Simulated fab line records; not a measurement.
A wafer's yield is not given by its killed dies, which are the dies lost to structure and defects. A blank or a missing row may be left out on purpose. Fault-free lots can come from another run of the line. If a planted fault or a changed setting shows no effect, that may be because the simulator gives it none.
A struck lot beside a sound one ; flow nand_harc ; 14 steps out of a route of 1302
Sound: wafers L157.2, L157.3, L157.4. Struck: wafers L171.4, L171.5, L171.6. The cause is given at the end.
Per side, at each step with rows, come the tool, then ch with its chambers, and then its first start. Under that, the readings that differ: sound wafers ; struck wafers ; difference of the means ; sigmas: that difference in standard deviations of wafers without a fault.
alike: readings with means less than 2 such deviations apart, plus words and numbers identical on both sides. not compared: withheld readings, readings lacking a value on some wafer, bounds such as >300 that could conceal the same value, and numbers that have no deviation in the record and whose values overlap.
A row with sigmas, a row that says differs or no value, or rows on one side alone: a step with any of these is where the two part. Numbers that have no deviation but don't overlap get no sigmas and don't part them. A reading that every wafer of one side lacks parts them only if that side has two wafers or more.

first, 12 steps without rows for these wafers: NHARC_P_STI_ETCH_26 (etches SiO2 in dHF, target depth 11 nm); NHARC_P_STI_PRECLEAN_27 (cleans in SC1); NHARC_P_STI_SRD_28; NHARC_P_STI_OXIDE_29 (material SiO2, target thk 10 nm, ox time 1362 s); NHARC_P_STI_HM_DEP_30 (deposits Si3N4, target thk 80 nm, time 873 s); NHARC_P_STI_DEHYDRATE_01 (time 120 s); NHARC_P_STI_HMDS_02 (time 30 s); NHARC_P_STI_COAT_41 (time 65 s); NHARC_P_STI_COAT_03 (resist thk 600 nm); NHARC_P_STI_SOFTBAKE_04 (time 70 s); NHARC_P_STI_EBR_05; NHARC_P_STI_EXPOSE_06 (exposes mask P STI, target cd 200 nm).
NHARC_P_STI_PEB_07: peb time 80 s.
  sound on litho_track-02 ch 0, day 2 20:14; struck on litho_track-05, day 8 14:13
  no value came back on the struck wafers for chill_plate_temp_C (C), exhaust_pa (Pa), plate_temp_C (C); on the sound wafers chill_plate_temp_C (C) reads 22.90 22.96 22.98
then, 1 step without rows for these wafers: NHARC_P_STI_DEVELOP_08 (time 50 s).

== WHERE THEY PART ==
At NHARC_P_STI_PEB_07 and nowhere else, as far as this record goes.

WHY: the cause the simulator had injected
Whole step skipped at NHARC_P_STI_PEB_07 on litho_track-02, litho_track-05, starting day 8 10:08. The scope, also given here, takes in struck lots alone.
